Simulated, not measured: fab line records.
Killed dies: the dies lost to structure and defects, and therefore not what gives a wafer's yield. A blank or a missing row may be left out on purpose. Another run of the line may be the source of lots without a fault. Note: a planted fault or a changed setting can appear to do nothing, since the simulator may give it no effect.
Which tool is to blame? | flow n5Finfet | 11 lots, 31 wafers sampled, at 5 steps of a route of 1938

WHAT THE GAUGES READ, wafer by wafer
N5_BEOL_M4_RC_MEAS_101.
lot  | measured     | on        | DIBL_N (mV/V)  | DIBL_P (mV/V)  | IOFF_N (nA/um)    | IOFF_P (nA/um)    | ION_N (uA/um) | ION_P (uA/um) | SS_N (mV/dec)  | SS_P (mV/dec)  | VT_N (mV)         | VT_P (mV)
L742 | day 7 23:13  | prober-02 | 38.0 39.3 36.9 | 37.7 38.8 36.6 | 0.172 0.190 0.149 | 0.236 0.250 0.218 | 676 676 673   | 466 466 468   | 71.7 72.2 71.5 | 72.8 73.7 73.6 | 250.4 247.5 252.5 | -248 -247 -250
L743 | day 8 06:04  | prober-02 | 34.3 35.2 35.5 | 35.8 36.7 36.3 | 0.140 0.143 0.152 | 0.193 0.203 0.208 | 663 666 671   | 465 461 462   | 71.6 71.8 71.7 | 72.8 72.6 73.3 | 250.5 251.5 249.1 | -251 -251 -249
L749 | day 10 00:01 | prober-01 | 38.3 35.9 37.5 | 38.1 33.7 36.4 | 0.188 0.130 0.166 | 0.269 0.193 0.238 | 683 663 663   | 473 467 462   | 71.7 71.6 72.2 | 74.7 72.2 73.8 | 248.0 253.9 250.4 | -245 -249 -250
L752 | day 10 02:55 | prober-02 | 38.4 37.3 37.9 | 37.1 36.7 36.9 | 0.194 0.182 0.184 | 0.234 0.243 0.232 | 675 687 680   | 462 467 469   | 71.9 71.9 71.9 | 73.4 74.1 73.7 | 245.2 248.5 245.5 | -250 -250 -251
L751 | day 10 18:02 | prober-02 | 36.5 36.8 37.5 | 33.8 35.0 35.5 | 0.151 0.151 0.163 | 0.192 0.203 0.220 | 676 678 677   | 461 468 466   | 71.2 71.1 71.2 | 72.1 73.8 73.2 | 250.4 249.4 249.3 | -251 -251 -248
L754 | day 11 04:09 | prober-01 | 35.7 37.9 36.0 | 35.4 37.3 35.4 | 0.134 0.174 0.140 | 0.212 0.239 0.210 | 666 681 675   | 469 465 468   | 70.7 72.1 71.0 | 72.5 73.1 72.9 | 251.2 249.5 249.9 | -249 -246 -249
L757 | day 11 23:23 | prober-01 | 39.6 37.6 34.9 | 40.9 37.6 34.8 | 0.225 0.175 0.131 | 0.299 0.239 0.190 | 692 680 664   | 480 467 463   | 72.1 71.7 70.7 | 74.3 73.3 73.4 | 245.3 248.3 250.8 | -246 -248 -249
L759 | day 12 06:28 | prober-02 | 35.3 36.1 35.7 | 34.2 35.6 35.5 | 0.112 0.127 0.127 | 0.167 0.185 0.185 | 653 663 666   | 454 462 462   | 71.0 71.2 71.4 | 72.3 73.1 73.3 | 253.4 254.9 253.7 | -255 -252 -252
L763 | day 12 22:32 | prober-01 | 34.7           | 34.1           | 0.133             | 0.208             | 670           | 466           | 70.7           | 73.3           | 252.9             | -246
L764 | day 13 13:08 | prober-01 | 35.8 34.8 37.9 | 38.6 37.1 40.1 | 0.164 0.143 0.199 | 0.217 0.193 0.236 | 677 677 686   | 454 461 458   | 71.6 70.9 73.0 | 73.5 73.4 74.4 | 248.1 252.1 248.2 | -249 -250 -249
L765 | day 13 16:08 | prober-02 | 37.0 36.4 36.7 | 36.3 36.3 36.4 | 0.169 0.166 0.173 | 0.218 0.213 0.222 | 677 682 680   | 459 464 464   | 72.2 71.4 72.0 | 72.9 74.0 73.8 | 249.2 247.6 247.2 | -251 -252 -249

WHAT TOOL EACH LOT RAN ON (gives the tool, then ch and the chambers of the sampled wafers, and finally the start)
lot  | N5_BEOL_M3_ANNEAL_91        | N5_BEOL_M3_ANNEAL_93        | N5_BEOL_M3_ANNEAL_51            | N5_BEOL_M4_ILD_DEP_00
L742 | pvdSputter-01, day 7 09:46  | pvdSputter-01, day 7 09:59  | rtpAnneal-01 ch 0, day 7 10:35  | pecvd-02 ch 1,2, day 7 11:28
L743 | pvdSputter-02, day 7 15:01  | pvdSputter-02, day 7 15:14  | rtpAnneal-01 ch 0, day 7 15:47  | pecvd-02 ch 0,1,2, day 7 16:43
L749 | pvdSputter-03, day 9 08:00  | pvdSputter-03, day 9 08:13  | rtpAnneal-02 ch 0, day 9 08:47  | pecvd-03 ch 0,2, day 9 09:43
L752 | pvdSputter-03, day 9 12:43  | pvdSputter-03, day 9 12:56  | rtpAnneal-01 ch 0, day 9 13:29  | pecvd-02 ch 0,1, day 9 14:26
L751 | pvdSputter-02, day 9 22:03  | pvdSputter-02, day 9 22:16  | rtpAnneal-02 ch 0, day 9 22:52  | pecvd-01 ch 0,1,2, day 9 23:47
L754 | pvdSputter-01, day 10 09:02 | pvdSputter-01, day 10 09:16 | rtpAnneal-02 ch 0, day 10 09:55 | pecvd-03 ch 0,2, day 10 10:44
L757 | pvdSputter-02, day 11 04:41 | pvdSputter-02, day 11 04:55 | rtpAnneal-01 ch 0, day 11 05:28 | pecvd-03 ch 0,1,2, day 11 06:25
L759 | pvdSputter-02, day 11 18:19 | pvdSputter-02, day 11 18:32 | rtpAnneal-01 ch 0, day 11 19:11 | pecvd-02 ch 0,2, day 11 20:01
L763 | pvdSputter-03, day 12 12:15 | pvdSputter-03, day 12 12:28 | rtpAnneal-01 ch 0, day 12 13:04 | pecvd-03 ch 2, day 12 13:56
L764 | pvdSputter-01, day 12 23:35 | pvdSputter-01, day 12 23:48 | rtpAnneal-01 ch 0, day 13 00:27 | pecvd-02 ch 0,2, day 13 01:23
L765 | pvdSputter-02, day 13 05:50 | pvdSputter-02, day 13 06:04 | rtpAnneal-01 ch 0, day 13 06:37 | pecvd-02 ch 0,2, day 13 07:32
- N5_BEOL_M3_ANNEAL_91: time 240 s.
- N5_BEOL_M3_ANNEAL_93: time 240 s.
- N5_BEOL_M3_ANNEAL_51: time 90 s.
- N5_BEOL_M4_ILD_DEP_00: deposits SiOC from DEMS/O2, target thk 79 nm, time 15.3 s.

WHAT THE TOOLS THEMSELVES READ (means of the sampled wafers that have a number; where no wafer has one, the mark that the record gives instead)
N5_BEOL_M3_ANNEAL_91.
lot  | tool          | heaterPowerW (W)
L742 | pvdSputter-01 | 695
L743 | pvdSputter-02 | 767
L749 | pvdSputter-03 | 754
L752 | pvdSputter-03 | 722
L751 | pvdSputter-02 | 809
L754 | pvdSputter-01 | 731
L757 | pvdSputter-02 | 801
L759 | pvdSputter-02 | 761
L763 | pvdSputter-03 | 820
L764 | pvdSputter-01 | 687
L765 | pvdSputter-02 | 810

N5_BEOL_M3_ANNEAL_93.
lot  | tool          | heaterPowerW (W)
L742 | pvdSputter-01 | 693
L743 | pvdSputter-02 | 754
L749 | pvdSputter-03 | 751
L752 | pvdSputter-03 | 731
L751 | pvdSputter-02 | 813
L754 | pvdSputter-01 | 739
L757 | pvdSputter-02 | 788
L759 | pvdSputter-02 | 749
L763 | pvdSputter-03 | 806
L764 | pvdSputter-01 | 681
L765 | pvdSputter-02 | 805

N5_BEOL_M3_ANNEAL_51.
lot  | tool         | wafer_temp_C_max
L742 | rtpAnneal-01 | 225.76
L743 | rtpAnneal-01 | 225.33
L749 | rtpAnneal-02 | 225.79
L752 | rtpAnneal-01 | 225.55
L751 | rtpAnneal-02 | 225.70
L754 | rtpAnneal-02 | 225.61
L757 | rtpAnneal-01 | 225.44
L759 | rtpAnneal-01 | 225.63
L763 | rtpAnneal-01 | 225.63
L764 | rtpAnneal-01 | 225.68
L765 | rtpAnneal-01 | 225.51

N5_BEOL_M4_ILD_DEP_00.
lot  | tool     | heaterPowerW (W) | rfFwdPowerW (W) | showerheadPlenumPTorr (Torr) | susceptorTempC (C) | throttleValvePct (%)
L742 | pecvd-02 | 412              | 493.9           | 5.709                        | 350.01             | 12.6
L743 | pecvd-02 | 440              | 492.5           | 5.690                        | 349.84             | 12.2
L749 | pecvd-03 | 535              | 497.2           | 5.697                        | 349.81             | 12.0
L752 | pecvd-02 | 512              | 493.9           | 5.682                        | 350.01             | 12.2
L751 | pecvd-01 | 430              | 493.9           | 5.690                        | 349.95             | 11.7
L754 | pecvd-03 | 523              | 493.3           | 5.704                        | 349.77             | 11.8
L757 | pecvd-03 | 518              | 496.8           | 5.698                        | 350.04             | 12.2
L759 | pecvd-02 | 471              | 494.7           | 5.675                        | 350.03             | 11.8
L763 | pecvd-03 | 523              | 495.5           | 5.681                        | 355.90             | 11.1
L764 | pecvd-02 | 426              | 494.4           | 5.678                        | 350.15             | 11.6
L765 | pecvd-02 | 474              | 494.6           | 5.677                        | 350.32             | 11.9

THE ANSWER, worked out from the rows above alone
Rule: the usual values come from the lots themselves. Put in order of their means at a reading, lots are off if they are a third of the lots or fewer, leave a main group of 4 or more, and stand apart from it by a gap of 3 or more times the standard deviation of the main group's means; of several such gaps the widest counts. If all means in a main group match to the digits the tables above print for the reading, that group is not used. Also off: a lot with no number at a reading for which 4 or more lots have one. The other lots that the step has rows for count as sound. The gauges are gone through in route order, then the tools' own readings, and for those a lot's mean is taken as printed above. At the first step where some lot is off, the reading lying furthest off is the one used; lots without a number count as furthest.
Off: L763, at N5_BEOL_M4_ILD_DEP_00 (susceptorTempC). The main group has a mean of 349.99 C with a standard deviation of 0.16.
A tool fits if, at that step or a process step before it, it ran every lot that is off, and no sound lot after the first of them. Can't be told from this: 2 tools fit, pvdSputter-03 at N5_BEOL_M3_ANNEAL_91 and N5_BEOL_M3_ANNEAL_93, pecvd-03 at N5_BEOL_M4_ILD_DEP_00.

WHAT WAS PUT IN BY THE SIMULATOR
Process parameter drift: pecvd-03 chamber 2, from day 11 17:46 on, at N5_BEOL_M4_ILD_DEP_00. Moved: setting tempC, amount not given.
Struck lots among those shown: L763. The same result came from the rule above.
